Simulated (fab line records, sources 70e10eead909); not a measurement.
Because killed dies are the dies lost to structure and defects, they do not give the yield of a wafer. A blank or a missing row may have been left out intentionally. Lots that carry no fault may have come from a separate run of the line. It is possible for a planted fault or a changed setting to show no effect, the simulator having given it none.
Matching of chambers -- flow nandHarc -- 4 sister chambers for NHARC_A_STAIRCASE_DESCUM_186 on rieDiel-13
The step chemistry O2, time 3 s. 14 wafers are shown with their chamber, then 7 later ones without.

WAFERS PAIRED WITH THEIR CHAMBERS
wafer,chamber,drypumpMotorCurrentA (A),showerheadPlenumPTorr (Torr),rfVppV (V)
L076.1,1,4.8,1.86,58.9
L076.2,0,6.5,1.87,57.2
L076.5,1,4.8,1.86,58.0
L084.3,2,5.6,1.83,57.7
L084.5,0,6.5,1.86,57.5
L084.6,3,5.2,2.06,60.2
L088.4,3,5.3,2.06,60.1
L088.5,2,5.7,1.83,56.6
L088.6,3,5.3,2.06,59.7
L092.1,3,5.2,2.05,59.0
L092.5,2,5.6,1.82,57.3
L092.6,3,5.2,2.05,57.5
L093.2,2,5.6,1.82,56.4
L093.3,0,6.5,1.86,57.5

SIGNATURES, as means of the wafers listed above
reading,chamber 0,chamber 1,chamber 2,chamber 3,scatter within a chamber
drypumpMotorCurrentA,6.500,4.800,5.625,5.240,0.0442
showerheadPlenumPTorr,1.8633,1.8600,1.8250,2.0560,0.00535
rfVppV,57.400,58.450,57.000,59.300,0.807
Rule: for a wafer and a chamber, the distance is found by dividing, reading by reading, the gap between the wafer's reading and the chamber's mean by the reading's scatter, squaring, summing and taking the root. If the next closest chamber is less than 2 further off than the closest, the wafer can't be placed; otherwise it belongs to the closest. The scatter: take each reading less its chamber's mean, square it, sum over the shown wafers, divide by the number of wafers less the number of chambers, and take the root.

WAFERS WITH NO CHAMBER GIVEN
wafer,drypumpMotorCurrentA (A),showerheadPlenumPTorr (Torr),rfVppV (V)
L093.5,5.6,1.82,58.3
L094.1,6.5,1.86,57.1
L094.3,5.6,1.82,57.8
L094.6,5.2,2.05,58.3
L095.1,5.7,1.82,58.7
L095.4,4.8,1.84,58.0
L095.5,4.8,1.84,56.3

CHAMBER TAKEN BY EACH
wafer,from the rows above,in truth
L093.5,2,2
L094.1,0,0
L094.3,2,2
L094.6,3,3
L095.1,2,2
L095.4,1,1
L095.5,1,1
Placed correctly: 7 of 7. Not placeable from these rows: 0. Placed wrongly: 0.
